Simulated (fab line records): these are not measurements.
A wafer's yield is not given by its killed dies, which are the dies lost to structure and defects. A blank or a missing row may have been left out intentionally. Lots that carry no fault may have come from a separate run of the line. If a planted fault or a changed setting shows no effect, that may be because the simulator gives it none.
Struck lot and sound lot, side by side    flow n5_finfet    16 out of 1938 route steps
Sound: the wafers L513.1, L513.3, L513.5. The struck wafers were L526.4, L526.5, L526.6. The cause is named last.
At each step with rows: each side's tool, then ch and its chambers, then its first start. Under that, the readings that differ: sound wafers    struck wafers    difference of the means    sigmas: that difference in standard deviations of wafers without a fault.
alike: readings with means less than 2 such deviations apart, plus words and numbers identical on both sides. not compared: withheld readings, readings lacking a value on some wafer, bounds such as >300 that could conceal the same value, and numbers that have no deviation in the record and whose values overlap.
A row with sigmas, a row that says differs or no value, or rows on one side alone: a step with any of these is where the two part. Numbers that have no deviation but don't overlap get no sigmas and don't part them. A reading missing from all wafers of one side parts the sides only when that side holds two or more wafers.

first, 1 step without rows for these wafers: N5_BEOL_M2_DEVELOP_27 (develop time 30 s).
N5_BEOL_M2_CD_MEAS_28: target cd 26.2 nm, target cd y 24.1 nm.
  sound on cd_sem-03 ch 0, day 6 21:43; struck on cd_sem-03 ch 0, day 10 03:01
  alike: cd_nm
N5_BEOL_M2_OVL_MEAS_29:
  sound on overlay-01 ch 0, day 6 21:44; struck on overlay-01 ch 0, day 10 03:03
  alike: V1_OVL
N5_BEOL_M2_INSPECT_30: inspects for defects (brightfield).
  sound on defect_inspect-02, day 6 21:48; struck on defect_inspect-02, day 10 03:06
  alike: raw_defect_count
N5_BEOL_M2_DESCUM_33: chemistry O2, time 7 s.
  sound on rie_diel-04 ch 1,2, day 6 21:50; struck on rie_diel-03 ch 0,2,3, day 10 03:10
  alike: drypump_motor_current_A, oes_product_au, rf_vpp_V, showerhead_plenum_p_Torr, temp_c, throttle_valve_pct
  not compared: rf_hours_counter_h
N5_BEOL_M2_ETCH_77: etches underlayer in N2/H2, target depth 6.5 nm, time 5.2 s.
  sound on rie_diel-04 ch 1,2, day 6 21:52; struck on rie_diel-03 ch 0,2,3, day 10 03:13
  alike: drypump_motor_current_A, etch_rf_on_time_s, h2_flow_sccm, oes_product_au, rf_fwd_power_W, rf_vpp_V, showerhead_plenum_p_Torr, throttle_valve_pct
  not compared: rf_hours_counter_h
then, 1 step without rows for these wafers: N5_BEOL_M2_ETCH_69 (etches SiARC in CF4, target depth 15.6 nm, time 26 s).
N5_BEOL_M2_ALD_98: deposits SiO2, target thk 2.5 nm, pulse time 1 s, co reactant pulse time 1 s.
  sound on ald_sin-04 ch 0,1,3, day 6 22:20; struck on ald_sin-04 ch 2,3, day 10 03:41
  alike: heater_power_w, precursor_pulse_height_rel
N5_BEOL_M2_ETCHBACK_99: etches SiO2 in CHF3, target depth 5 nm, time 10.4 s.
  sound on rie_diel-04 ch 0,1, day 7 07:24; struck on rie_diel-04 ch 0,1,2, day 10 12:08
  alike: drypump_motor_current_A, oes_product_au, rf_vpp_V, showerhead_plenum_p_Torr, throttle_valve_pct
  not compared: rf_hours_counter_h
N5_BEOL_M2_ETCH_70: etches SOC in N2/H2, target depth 80 nm, overetch 24 nm, time 130 s.
  sound on rie_diel-04 ch 0,1, day 7 07:26; struck on rie_diel-04 ch 0,1,2, day 10 12:10
  alike: drypump_motor_current_A, h2_flow_sccm, oes_product_au, rf_fwd_power_W, rf_vpp_V, showerhead_plenum_p_Torr, temp_c, throttle_valve_pct
  not compared: rf_hours_counter_h
then, 2 steps without rows for these wafers: N5_BEOL_M2_STRIP_71 (strips in N2/H2); N5_BEOL_M2_STRIP_78 (strips in N2/H2).
N5_BEOL_M2_VIA_ETCH_34: etches the open film in C4F6/O2, target depth 69.4 nm, time 65.9 s.
  sound on rie_diel-04 ch 0,1, day 7 07:32; struck on rie_diel-04 ch 0,1,2, day 10 12:16
reading                                   sound              struck             difference  sigmas
oes_f_703_au (a.u.)                       0.71 0.68 0.67     1.16 1.19 0.88     +0.39       +4
oes_o_777_au (a.u.)                       0.71 0.67 0.67     1.16 1.18 0.88     +0.39       +4
oes_product_au (a.u.)                     0.70 0.66 0.67     0.97 1.01 0.73     +0.23       +2
rf_fwd_power_W (W)                        352.1 347.3 347.0  430.2 430.6 433.8  +82.7       +49
rf_vpp_V (V)                              662 674 676        591 608 597        -72         -9
model.etch.depth_nm (nm)                  68.46 67.95 68.26  75.87 77.14 75.96  +8.10       
model.SOC_of_BEOL_M2_COAT_67.thk_nm (nm)  51.8 52 51.8       51.4 51.4 51.4     -0.5        
  alike: C4F6_flow_sccm, O2_flow_sccm, drypump_motor_current_A, showerhead_plenum_p_Torr, throttle_valve_pct
  not compared: rf_hours_counter_h
then, 1 step without rows for these wafers: N5_BEOL_M2_STRIP_83 (strips in C4F6/O2).
N5_BEOL_M4_RC_MEAS_101:
  sound on prober-02 ch 0, day 8 14:24; struck on prober-01 ch 0, day 11 11:01
  alike: DIBL_N, DIBL_P, IOFF_N, IOFF_P, ION_N, ION_P, SS_N, SS_P, VT_N, VT_P
-- record jumps: 4 days separate the struck wafers' starts on either side; left off in module BEOL_M4, taken up again in module PASSIVATION, whose first shown step is the route's number 1936 --
N5_PASSIVATION_PROBE_49:
  sound on prober-02, day 13 03:05; struck on prober-01, day 15 13:17
  alike: defect_limited_yield, killed_at_M0_to_M3, killed_at_M4_up, killed_at_contacts, killed_at_front_end, killed_at_other, killed_dies, killed_open, killed_short, sort_bin_5_function, sort_bin_6_memory, sort_n_pass, sort_yield_pct

== WHERE THEY PART ==
Only at N5_BEOL_M2_VIA_ETCH_34, within this record. Later steps at which nothing parts them and some readings are alike: N5_BEOL_M4_RC_MEAS_101, N5_PASSIVATION_PROBE_49.

WHY: the cause the simulator had injected
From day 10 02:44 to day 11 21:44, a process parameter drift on rie_diel-04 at N5_BEOL_M2_VIA_ETCH_34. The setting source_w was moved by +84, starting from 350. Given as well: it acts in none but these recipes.
